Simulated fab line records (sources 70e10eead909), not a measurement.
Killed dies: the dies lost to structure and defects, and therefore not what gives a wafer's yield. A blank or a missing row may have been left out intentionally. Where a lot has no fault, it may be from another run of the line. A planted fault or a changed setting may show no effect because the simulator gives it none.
fab line records ; flow nand-harc
record: lots: 13; wafers: 38; last-day: 33
route steps=1302 shown A_WL_FILL@952 THIN_TSV@1273 END@1302
lots untouched by any fault: they come from a run of this same line in which no faults occurred
start-h: the number of hours between the record's first day and the start of the first shown wafer of the lot ; wait-h: how many hours have passed since the lot's step before this one ; " the same as in the row above ; L1.1+2: a row that stands for several wafers ; - value missing, or start not given ; * or withheld: withheld ; < > ~ a bound
route shown NAME@n: names a module that has steps shown in the file, with the first one's number in the route ; usual: mean and standard deviation over wafers with no fault ; same: alike in all rows ; chamber/n: place in a boat ; sites: the reading at each site ; _std_site: the standard deviation of these ; _edge_site: inner sites' mean taken away from outer sites' mean ; radius-mm: for every site, how far away it sits from the centre of the wafer ; mask NAME#n: copy n ; behind: the last tool/chamber to shape the wafer ; hold: what put the lot on hold/how long, in hours/how the hold closed ; device: transistor that didn't switch, given as n, p or np ; end of line: tests run on the same wafers once the route is complete ; where a step has no rows: the recipe by itself ; killed: dies lost to structure and defects at the first sort, not the wafer's yield ; map: the dies of a wafer, with x for killed, . for not killed, _ for no die there
set.NAME: the setting the step ran with; set.NAME@STEP: the setting that earlier step ran with ; model.NAME: the simulator's own value behind a step, which no gauge read
a sample of lots followed through the steps of the route, with each step as a table and each wafer as a row
services: when a tool's chamber went out of use (start-h, in hours from the record's first day, below 0 if earlier), for how many hours, and the reason
== steps ==
step: NHARC_A_WL_FILL_ALD_00
recipe: target-thk-a: 30; pulse-time-s: 3; ald-cycles: 30; temp-c: 300; material: Al2O3
usual: heater-power-w: 443/53; precursor-pulse-height-rel: 0.997/0.017
lot.wafer;tool;chamber;start-h;wait-h;heater-power-w;precursor-pulse-height-rel
L748.2;ald-hk-01;2;456.38;0.1;494;0.985
L748.1;ald-hk-01;0;456.38;0.1;491;1.022
L748.3;ald-hk-01;1;456.38;0.1;517;0.991
L750.1;ald-hk-04;3;479.28;0.1;478;0.973
L750.5;ald-hk-04;2;479.28;0.1;389;0.990
L750.6;ald-hk-04;3;479.28;0.1;490;1.015
L749.2;ald-hk-04;3;479.42;0.2;485;0.984
L749.3;ald-hk-04;0;479.42;0.2;458;1.005
L749.6;ald-hk-04;0;479.42;0.2;444;0.977
L751.4;ald-hk-01;1;496.81;1.0;493;0.979
L751.3;ald-hk-01;0;496.81;1.0;474;1.015
L751.5;ald-hk-01;2;496.81;1.0;514;0.992
L753.1;ald-hk-01;3;496.97;1.2;379;1.037
L753.6;ald-hk-01;3;496.97;1.2;363;1.011
L753.5;ald-hk-01;0;496.97;1.2;475;1.039
L752.3;ald-hk-04;0;499.68;0.1;429;0.966
L752.6;ald-hk-04;0;499.68;0.1;447;0.978
L752.5;ald-hk-04;1;499.68;0.1;408;0.999
L754.4;ald-hk-01;3;540.49;0.5;369;0.999
L754.1;ald-hk-01;0;540.49;0.5;471;1.014
L754.5;ald-hk-01;3;540.49;0.5;372;0.983
L756.3;ald-hk-01;0;555.14;0.1;481;1.021
L756.2;ald-hk-01;2;555.14;0.1;516;0.993
L756.5;ald-hk-01;1;555.14;0.1;502;0.987
L761.3;ald-hk-03;3;581.36;0.1;465;0.994
L761.1;ald-hk-03;0;581.36;0.1;419;0.989
L761.2;ald-hk-03;2;581.36;0.1;409;1.005
L759.4;ald-hk-01;2;581.38;0.1;535;1.001
L759.2;ald-hk-01;1;581.38;0.1;514;1.001
L759.5;ald-hk-01;2;581.38;0.1;509;1.003
L765.1;ald-hk-01;0;615.88;0.2;486;0.964
L765.2;ald-hk-01;2;615.88;0.2;512;1.009
L765.6;ald-hk-01;0;615.88;0.2;491;1.008
L763.1;ald-hk-03;2;619.77;0.1;419;1.016
L763.3;ald-hk-03;3;619.77;0.1;465;1.029
L763.5;ald-hk-03;1;619.77;0.1;351;1.019
L770.4;ald-hk-01;2;692.68;0.1;517;0.996
L770.6;ald-hk-01;3;692.68;0.1;375;1.015
step: NHARC_THIN_TSV_PVD_51
recipe: target-thk-a: 1000; chamber-pressure-pa: 5; material: Cu
usual: throttle-valve-pct: 30.6/0.99
lot.wafer;tool;chamber;start-h;wait-h;throttle-valve-pct
L748.3;pvd-sputter-02;-;-;-;30.8
L748.1;pvd-sputter-02;-;-;-;30.9
L748.2;pvd-sputter-02;-;-;-;30.4
L749.3;pvd-sputter-01;-;-;-;29.4
L749.2;pvd-sputter-01;-;-;-;30.9
L749.6;pvd-sputter-01;-;-;-;29.4
L750.1;pvd-sputter-01;-;-;-;32.5
L750.5;pvd-sputter-01;-;-;-;32.6
L750.6;pvd-sputter-01;-;-;-;29.6
L752.3;pvd-sputter-03;-;-;-;30.6
L752.5;pvd-sputter-03;-;-;-;30.2
L752.6;pvd-sputter-03;-;-;-;31.7
L751.3;pvd-sputter-01;-;-;-;30.8
L751.4;pvd-sputter-01;-;-;-;32.8
L751.5;pvd-sputter-01;-;-;-;29.6
L753.1;pvd-sputter-02;-;-;-;29.9
L753.5;pvd-sputter-02;-;-;-;30.6
L753.6;pvd-sputter-02;-;-;-;30.5
L754.1;pvd-sputter-02;-;-;-;30.6
L754.4;pvd-sputter-02;-;-;-;29.6
L754.5;pvd-sputter-02;-;-;-;30.3
L756.2;pvd-sputter-01;-;-;-;30.3
L756.3;pvd-sputter-01;-;-;-;29.1
L756.5;pvd-sputter-01;-;-;-;30.5
L759.4;pvd-sputter-02;-;-;-;29.9
L759.2;pvd-sputter-02;-;-;-;30.5
L759.5;pvd-sputter-02;-;-;-;30.8
L761.1;pvd-sputter-01;-;-;-;32.5
L761.2;pvd-sputter-01;-;-;-;30.5
L761.3;pvd-sputter-01;-;-;-;30.9
L765.1;pvd-sputter-03;-;-;-;32.1
L765.2;pvd-sputter-03;-;-;-;30.7
L765.6;pvd-sputter-03;-;-;-;29.9
L763.3;pvd-sputter-02;-;-;-;29.9
L763.1;pvd-sputter-02;-;-;-;31.1
L763.5;pvd-sputter-02;-;-;-;29.7
L770.4;pvd-sputter-03;-;-;-;31.7
L770.6;pvd-sputter-03;-;-;-;29.6
step: NHARC_THIN_TSV_DESCUM_35
recipe: time-s: 3; o2-flow-sccm: 200; ar-flow-sccm: 0; bias-power-w: 0; chemistry: O2
usual: drypump-motor-current-A: 5.7/0.44; o2-flow-sccm: 200.0/0.61; oes-product-au: 0.998/0.0068; rf-vpp-V: 57.6/0.91; showerhead-plenum-p-Torr: 1.87/0.087; throttle-valve-pct: 11.311/0.0082
lot.wafer;tool;chamber;start-h;wait-h;drypump-motor-current-A;o2-flow-sccm;oes-product-au;rf-hours-counter-h;rf-vpp-V;showerhead-plenum-p-Torr;throttle-valve-pct
L748.2;rie-diel-13;1;539.09;-;6.8;199.9;0.991;0.7;58.2;1.98;11.290
L748.3;rie-diel-13;2;539.09;-;5.5;201.2;0.999;0.8;58.1;1.87;11.314
L748.1;rie-diel-13;3;539.09;-;6.0;200.0;0.991;0.9;56.8;1.99;11.322
L749.3;rie-diel-09;2;569.39;-;5.5;200.3;0.998;5.2;56.6;1.78;11.314
L749.2;rie-diel-09;1;569.39;-;5.5;199.4;1.005;5.3;56.8;1.82;11.321
L749.6;rie-diel-09;2;569.39;-;5.5;199.2;0.992;-;57.6;1.78;11.311
L750.1;rie-diel-05;3;570.43;-;5.3;199.1;1.001;6.3;58.3;1.88;11.296
L750.6;rie-diel-05;0;570.43;-;5.0;200.5;0.999;-;58.4;2.04;11.305
L750.5;rie-diel-05;1;570.43;-;5.2;199.0;1.001;-;57.9;1.79;11.302
L752.3;rie-diel-09;3;582.40;-;6.0;200.1;1.002;5.0;55.4;1.79;11.305
L752.6;rie-diel-09;3;582.40;-;6.0;200.5;0.993;-;57.7;1.79;11.316
L752.5;rie-diel-09;0;582.40;-;5.6;200.1;0.992;-;58.5;1.90;11.310
L751.4;rie-diel-09;0;583.58;-;5.7;200.3;0.996;6.3;58.5;1.90;11.291
L751.3;rie-diel-09;1;583.58;-;5.5;199.9;0.993;6.7;56.5;1.82;11.317
L751.5;rie-diel-09;0;583.58;-;5.7;199.6;0.985;-;58.9;1.90;11.312
L753.1;rie-diel-13;3;585.07;-;6.0;200.2;0.990;3.5;58.0;1.99;11.301
L753.5;rie-diel-13;0;585.07;-;5.8;200.0;0.991;-;56.8;1.80;11.300
L753.6;rie-diel-13;1;585.07;-;6.8;198.7;0.995;-;58.2;1.98;11.303
L754.4;rie-diel-09;3;710.09;-;6.0;200.4;1.006;2.5;58.1;1.79;11.297
L754.1;rie-diel-09;1;710.09;-;5.5;199.9;0.996;2.8;56.6;1.82;11.299
L754.5;rie-diel-09;3;710.09;-;6.0;200.4;1.008;-;57.6;1.79;11.317
L756.2;rie-diel-09;0;711.40;-;5.6;200.5;1.011;3.0;57.7;1.90;11.307
L756.3;rie-diel-09;2;711.40;-;5.5;199.2;0.992;3.0;57.3;1.77;11.311
L756.5;rie-diel-09;3;711.40;-;6.0;200.9;1.008;-;57.1;1.79;11.324
L759.4;rie-diel-13;3;716.32;-;6.0;200.5;0.997;0.9;59.2;1.99;11.321
L759.2;rie-diel-13;1;716.32;-;6.8;200.4;1.016;1.0;56.3;1.97;11.317
L759.5;rie-diel-13;2;716.32;-;5.5;200.5;0.986;-;57.9;1.86;11.313
L761.3;rie-diel-05;3;717.35;-;5.3;200.3;0.997;5.6;57.2;1.87;11.306
L761.1;rie-diel-05;0;717.35;-;5.0;200.7;1.004;6.2;58.0;2.04;11.311
L761.2;rie-diel-05;1;717.35;-;5.2;198.8;1.008;5.4;59.2;1.79;11.325
L765.1;rie-diel-13;3;719.91;-;6.0;199.9;0.995;1.0;59.6;1.99;11.320
L765.2;rie-diel-13;2;719.91;-;5.6;199.3;0.985;0.8;56.2;1.86;11.301
L765.6;rie-diel-13;0;719.91;-;5.8;200.0;0.989;-;57.1;1.80;11.307
L763.3;rie-diel-09;0;722.14;-;5.6;199.9;1.004;4.5;58.7;1.90;11.324
L763.1;rie-diel-09;2;722.14;-;5.5;200.9;0.992;4.8;57.3;1.77;11.322
L763.5;rie-diel-09;0;722.14;-;5.6;199.8;1.004;-;57.4;1.90;11.313
L770.4;rie-diel-05;2;776.46;-;5.6;199.9;1.000;0.4;58.4;1.93;11.316
L770.6;rie-diel-05;3;776.46;-;5.3;200.1;0.999;-;57.1;1.87;11.308
step: NHARC_THIN_TSV_ETCH_36
recipe: target-depth-a: 650; over-etch-frac: 0.3; time-s: 18.571; ion-energy-ev: 150; chemistry: Cl2/BCl3
usual: drypump-motor-current-A: 5.5/0.52; oes-product-au: 0.999/0.0093
lot.wafer;tool;chamber;start-h;wait-h;drypump-motor-current-A;oes-product-au;rf-hours-counter-h
L748.1;rie-metal-03;1;539.48;0.2;5.5;1.001;0.2
L748.2;rie-metal-03;0;539.48;0.2;6.0;1.004;0.2
L748.3;rie-metal-03;0;539.48;0.2;6.0;1.003;-
L749.2;rie-metal-02;0;569.78;0.2;6.1;0.990;1.9
L749.3;rie-metal-02;0;569.78;0.2;6.2;0.988;-
L749.6;rie-metal-02;0;569.78;0.2;6.1;0.987;-
L750.1;rie-metal-01;0;570.78;0.2;5.0;1.006;3.1
L750.5;rie-metal-01;0;570.78;0.2;5.0;1.006;-
L750.6;rie-metal-01;1;570.78;0.2;5.0;0.983;-
L752.3;rie-metal-03;1;582.79;0.2;5.5;0.981;-
L752.6;rie-metal-03;1;582.79;0.2;5.5;0.986;-
L752.5;rie-metal-03;0;582.79;0.2;6.0;1.000;-
L751.3;rie-metal-02;1;583.97;0.2;4.8;1.001;-
L751.4;rie-metal-02;0;583.97;0.2;6.2;0.993;-
L751.5;rie-metal-02;1;583.97;0.2;4.8;0.991;-
L753.1;rie-metal-03;0;585.42;0.2;6.0;1.012;1.4
L753.5;rie-metal-03;1;585.42;0.2;5.5;0.996;-
L753.6;rie-metal-03;0;585.42;0.2;6.0;1.000;-
L754.1;rie-metal-02;1;710.46;0.2;4.8;0.988;0.8
L754.4;rie-metal-02;0;710.46;0.2;6.1;1.002;-
L754.5;rie-metal-02;1;710.46;0.2;4.8;0.997;-
L756.2;rie-metal-03;0;711.77;0.2;6.0;1.007;0.4
L756.3;rie-metal-03;0;711.77;0.2;6.0;1.006;-
L756.5;rie-metal-03;0;711.77;0.2;6.0;1.021;-
L759.2;rie-metal-02;1;716.70;0.2;4.8;0.989;1.2
L759.4;rie-metal-02;0;716.70;0.2;6.2;0.997;-
L759.5;rie-metal-02;1;716.70;0.2;4.8;0.988;-
L761.2;rie-metal-03;1;717.82;0.2;5.5;1.006;0.9
L761.1;rie-metal-03;0;717.82;0.2;6.0;1.016;0.9
L761.3;rie-metal-03;0;717.82;0.2;6.0;1.009;-
L765.2;rie-metal-01;1;720.30;0.2;5.0;1.007;2.0
L765.1;rie-metal-01;0;720.30;0.2;5.0;1.013;2.0
L765.6;rie-metal-01;1;720.30;0.2;5.0;0.998;-
L763.1;rie-metal-02;1;722.52;0.2;4.8;0.988;1.6
L763.3;rie-metal-02;0;722.52;0.2;6.2;0.994;-
L763.5;rie-metal-02;0;722.52;0.2;6.2;0.998;-
L770.4;rie-metal-03;0;776.86;0.2;6.0;1.000;-
L770.6;rie-metal-03;0;776.86;0.2;6.0;0.995;-
step: NHARC_END_SORT_01
recipe: temp-c: 25
usual: killed-at-array: 63/18; killed-at-other: 1.1/1.3; killed-at-periphery: 4.3/2.8; killed-dies: 68/18; killed-open: 3.3/2; killed-short: 2.4/1.6
same: gross-dies: 677
lot.wafer;tool;chamber;start-h;wait-h;killed-at-array;killed-at-other;killed-at-periphery;killed-dies;killed-open;killed-short
L756.2;prober-01;0;737.55;2.8;50;1;2;53;2;3
L756.3;prober-01;0;738.35;3.1;52;5;3;60;2;3
L756.5;prober-01;0;739.95;3.7;65;0;2;67;3;2
L770.4;prober-02;0;792.31;3.4;165;1;2;168;1;0
L770.6;prober-02;0;793.89;3.9;82;0;4;86;6;1
killed by level:class
L756.2 A_CHANNEL_HOLE_D1:chamber-film-flake=28 A_CHANNEL_HOLE_D2:chamber-film-flake=7 A_CONTACT:chamber-film-flake=4 A_M0:chamber-film-flake=3 A_CHANNEL_HOLE_D2:geometric-particle:short=2 A_ONON_D2:geometric-particle:open=1 A_M1:geometric-particle:open=1 P_ZERO_WELL:chamber-film-flake=1
L756.3 A_CHANNEL_HOLE_D1:chamber-film-flake=32 A_CHANNEL_HOLE_D2:chamber-film-flake=7 THIN_TSV:chamber-film-flake=5 A_CONTACT:chamber-film-flake=4 A_M0:chamber-film-flake=2 P_CONTACT:geometric-particle:open=1 A_ONON_D2:geometric-particle:short=1 A_CHANNEL_FILL_D2:geometric-particle:short=1
L756.5 A_CHANNEL_HOLE_D1:chamber-film-flake=33 A_CHANNEL_HOLE_D2:chamber-film-flake=18 A_CONTACT:chamber-film-flake=5 A_CHANNEL_FILL_D2:geometric-particle:short=2 A_CHANNEL_FILL_D2:geometric-particle:open=2 A_CHANNEL_FILL_D1:chamber-film-flake=2 A_WL_FILL:geometric-particle:open=1 P_ZERO_WELL:chamber-film-flake=1
L770.4 A_WL_FILL:unspecified=87 A_SLIT:chamber-film-flake=34 A_CHANNEL_HOLE_D2:chamber-film-flake=20 A_STAIRCASE:chamber-film-flake=9 A_CHANNEL_HOLE_D1:chamber-film-flake=8 A_CONTACT:chamber-film-flake=3 A_SGD_CUT:geometric-particle:open=1 P_STI:chamber-film-flake=1
L770.6 A_SLIT:chamber-film-flake=30 A_CHANNEL_HOLE_D2:chamber-film-flake=24 A_CHANNEL_HOLE_D1:chamber-film-flake=12 A_STAIRCASE:chamber-film-flake=8 P_STI:chamber-film-flake=2 A_CONTACT:chamber-film-flake=2 P_GATE:geometric-particle:open=1 P_CONTACT:geometric-particle:open=1
== services ==
tool;chamber;start-h;hours;kind
rie-metal-02;-;454.03;9.0;pm
pvd-sputter-02;-;460.31;10.0;pm
pvd-sputter-01;-;463.58;1.7;repair
ald-hk-01;-;476.56;10.0;pm
rie-diel-09;1;476.72;6.7;repair
rie-diel-09;-;497.10;9.0;pm
rie-diel-13;-;519.00;9.0;pm
rie-metal-03;-;519.00;9.0;pm
rie-diel-09;3;531.66;6.0;repair
pvd-sputter-01;-;534.15;0.6;repair
pvd-sputter-01;-;584.46;10.0;pm
pvd-sputter-02;-;623.66;1.9;repair
rie-metal-02;1;629.82;4.7;repair
rie-metal-02;-;631.03;9.0;pm
rie-metal-03;1;631.93;1.5;repair
pvd-sputter-02;-;638.31;10.0;pm
rie-diel-09;2;652.67;8.9;repair
rie-diel-09;1;656.75;8.1;repair
rie-diel-09;-;674.13;9.0;pm
rie-metal-03;-;696.00;9.0;pm
rie-diel-09;0;731.96;3.0;repair
pvd-sputter-01;-;762.46;10.0;pm
rie-diel-09;0;763.42;11.2;repair
pvd-sputter-01;-;772.59;4.1;repair
== key ==
first-sign: step: NHARC_END_SORT_01; reading: killed-at-array; direction: up; sigmas: 5.8; usual: 63; struck: 165
effect: step: NHARC_END_SORT_01; reading: killed-dies; direction: up; sigmas: 5.6; usual: 68; struck: 168
more-kills-born-at: NHARC_A_WL_FILL_ALD_00@ald-hk-01: 87
met-at NHARC_A_WL_FILL_ALD_00
struck-lots L770
struck-wafers L770.4
tester-left-out L770
not-acting-at NHARC_THIN_TSV_PVD_51,NHARC_THIN_TSV_DESCUM_35,NHARC_THIN_TSV_ETCH_36
onset-between 615.88 692.68
fault: kind: chamber-particle-source; tool: ald-hk-01; chamber: 2; onset-h: 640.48; steps: NHARC_A_WL_FILL_ALD_00; rate-per-visit-cm2: 0.94068
tester-left-out: of these lots the tester's yield and bins aren't shown, on N5 and GAA mostly nor the transistor test; their killed dies are dies lost to structure and defects alone, not to doping, threshold or leakage, so they don't give the yield
